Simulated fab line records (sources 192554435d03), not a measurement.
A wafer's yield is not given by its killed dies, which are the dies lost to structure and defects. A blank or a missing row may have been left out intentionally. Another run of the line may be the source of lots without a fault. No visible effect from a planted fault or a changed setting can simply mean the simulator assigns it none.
Which tool was responsible?    flow n5_finfet    12 lots, 36 wafers sampled, at 2 steps of a route of 1938

== WHAT THE GAUGES READ, wafer by wafer ==
N5_BEOL_M4_CD_MEAS_35: target cd 18 nm, target cd y 22.4 nm.
lot   measured      on         cd_nm (nm)
L076  day 8 14:04   cd_sem-01  17.8 17.6 17.9
L078  day 9 12:14   cd_sem-02  17.9 17.6 18.0
L079  day 10 11:38  cd_sem-01  17.7 18.0 18.1
L081  day 10 14:29  cd_sem-02  17.5 18.3 17.9
L082  day 11 04:01  cd_sem-01  18.6 18.0 17.6
L084  day 11 06:46  cd_sem-02  17.9 17.9 18.2
L086  day 12 00:37  cd_sem-01  17.9 18.1 17.8
L088  day 12 08:46  cd_sem-02  18.2 18.5 17.8
L092  day 13 07:29  cd_sem-03  18.6 18.2 18.0
L093  day 13 08:39  cd_sem-02  18.2 17.8 18.2
L094  day 13 16:42  cd_sem-01  17.9 17.9 17.8
L097  day 14 15:07  cd_sem-02  17.9 18.3 18.5

== TOOL THAT RAN EACH LOT (tool first, then ch and the chambers of the sampled wafers, then the start) ==
lot   N5_BEOL_M4_ETCH_70
L076  rie_diel-03 ch 1,2, day 8 13:34
L078  rie_diel-03 ch 0,2, day 9 11:43
L079  rie_diel-03 ch 1,3, day 10 11:07
L081  rie_diel-01 ch 2,3, day 10 13:59
L082  rie_diel-01 ch 0,1, day 11 03:30
L084  rie_diel-03 ch 0,1,3, day 11 06:15
L086  rie_diel-01 ch 1,2,3, day 12 00:06
L088  rie_diel-03 ch 1,2,3, day 12 08:15
L092  rie_diel-01 ch 0,2, day 13 06:58
L093  rie_diel-06 ch 1,3, day 13 08:08
L094  rie_diel-01 ch 1,2,3, day 13 16:11
L097  rie_diel-03 ch 0,2, day 14 14:36
- N5_BEOL_M4_ETCH_70: etches SOC in N2/H2, target depth 80 nm, overetch 24 nm, time 130 s.

== THE ANSWER, worked out from the rows above alone ==
Rule: the usual values come from the lots themselves. The widest of any qualifying gaps counts: lots, ordered by their means at a reading, are off when they make up no more than a third of the lots, leave a main group of 4 or more, and stand apart from it by 3 or more times the standard deviation of that group's means. The tables above print the reading to a certain number of digits; a main group whose means all agree to those digits is not used. Also off: a lot with no number at a reading for which 4 or more lots have one. The other lots that the step has rows for count as sound.
None of the lots is off at any reading shown; this tells nothing.

== WHAT THE SIMULATOR PUT IN ==
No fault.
